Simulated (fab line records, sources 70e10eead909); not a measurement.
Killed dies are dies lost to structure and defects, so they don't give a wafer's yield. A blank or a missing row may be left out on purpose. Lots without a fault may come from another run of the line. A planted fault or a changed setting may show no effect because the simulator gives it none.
One fault seen from 3 desks | flow nand_harc | each desk has only its own numbers; what lay behind them comes last

THE METROLOGY DESK
What the gauges read, lot by lot, whatever tool the lot ran on: means of the sampled wafers that have a number. A lot is out of limits, marked OUT, if its mean lies more than 4 standard deviations from the usual mean; the brackets give that distance.
Columns: A = thk_nm at NHARC_A_SOURCE_PLATE_THK_MEAS_06, usual 199.1 nm; B = thk_nm at NHARC_A_ONON_D1_THK_MEAS_14, usual 1001 nm; C = thk_nm at NHARC_A_ONON_D1_THK_MEAS_34, usual 199.7 nm
lot  | first seen here | A     | B              | C
L935 | day 7 23:53     | 200.5 | 1001           | 199.0
L936 | day 8 06:09     | 196.8 | 1016           | 199.9
L939 | day 8 06:10     | 199.1 | 998            | 201.5
L938 | day 8 09:25     | 196.0 | 1009           | 198.0
L937 | day 8 14:41     | 196.5 | 997            | 197.6
L940 | day 9 07:18     | 202.8 | 998            | 198.6
L943 | day 10 01:43    | 199.6 | 1002           | 200.8
L946 | day 10 18:22    | 195.8 | 996            | 199.4
L949 | day 11 14:14    | 197.2 | 992            | 199.5
L951 | day 12 00:01    | 198.6 | 1237 (+36) OUT | 196.3
L953 | day 12 15:50    | 196.9 | 1243 (+37) OUT | 198.8
L954 | day 12 15:50    | 200.9 | 996            | 198.7
L955 | day 12 21:10    | 199.5 | 997            | 201.8
L956 | day 13 08:07    | 197.9 | 982            | 199.9
This desk's finding: out of limits on L951, L953; first on L951, day 12 02:56 (thk_nm at NHARC_A_ONON_D1_THK_MEAS_14). In limits: L935, L936, L939, L938, L937, L940, L943, L946, L949, L954, L955, L956.

THE DEFECT DESK
What the inspections along the route counted, lot by lot: means of the sampled wafers that have a number. A lot is out of limits, marked OUT, if its mean lies more than 4 standard deviations from the usual mean; the brackets give that distance.
Columns: A = raw_defect_count at NHARC_A_ONON_D1_INSPECT_32, usual 74
lot  | first seen here | A
L935 | day 8 12:46     | 68
L936 | day 8 19:03     | 54
L939 | day 8 19:07     | 87
L938 | day 8 22:32     | 57
L937 | day 9 03:38     | 83
L940 | day 9 22:04     | 46
L943 | day 10 15:34    | 138
L946 | day 11 07:44    | 48
L949 | day 12 03:22    | 67
L951 | day 12 13:57    | 59
L953 | day 13 04:35    | 99
L954 | day 13 04:37    | 64
L955 | day 13 10:17    | 60
L956 | day 13 23:07    | 88
This desk's finding: nothing out of limits on any of the 14 lots.

THE TOOL OWNER'S DESK: pecvd_onon-02
The tool's own readings at NHARC_A_ONON_D1_DEP_12 (target thk 1000 nm): means of the sampled wafers that have a number, for each lot that ran on this tool. A lot is out of limits, marked OUT, if its mean lies more than 4 standard deviations from the usual mean; the brackets give that distance.
Columns: A = n2_flow_sccm at NHARC_A_ONON_D1_DEP_12, usual 2752 sccm; B = nh3_flow_sccm at NHARC_A_ONON_D1_DEP_12, usual 500.3 sccm
lot  | first seen here | A    | B
L935 | day 8 02:17     | 2758 | 499.8
L936 | day 8 08:34     | 2743 | 500.6
L937 | day 8 17:11     | 2766 | 500.8
L940 | day 9 09:45     | 2747 | 500.2
L946 | day 10 20:49    | 2745 | 500.8
L951 | day 12 02:29    | 2743 | 500.0
L953 | day 12 18:17    | 2745 | 501.8
This desk's finding: nothing out of limits on any of the 7 lots.

PUT TOGETHER
The metrology desk could have raised an alarm at day 12 02:56, on L951, L953.
The defect desk saw nothing out of limits.
The tool owner's desk saw nothing out of limits.
The defect desk has L951, L953 on record, within its limits.
The tool owner's desk has L951, L953 on record, within its limits.
Of the lots named, all ran NHARC_A_ONON_D1_DEP_12 on pecvd_onon-02.

WHAT THE SIMULATOR HAD PUT IN
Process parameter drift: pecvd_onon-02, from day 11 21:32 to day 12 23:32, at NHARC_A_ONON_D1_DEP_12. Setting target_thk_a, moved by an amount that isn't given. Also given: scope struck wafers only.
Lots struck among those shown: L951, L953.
Hours from the fault's start to each desk's first reading out of limits: the metrology desk, 5.
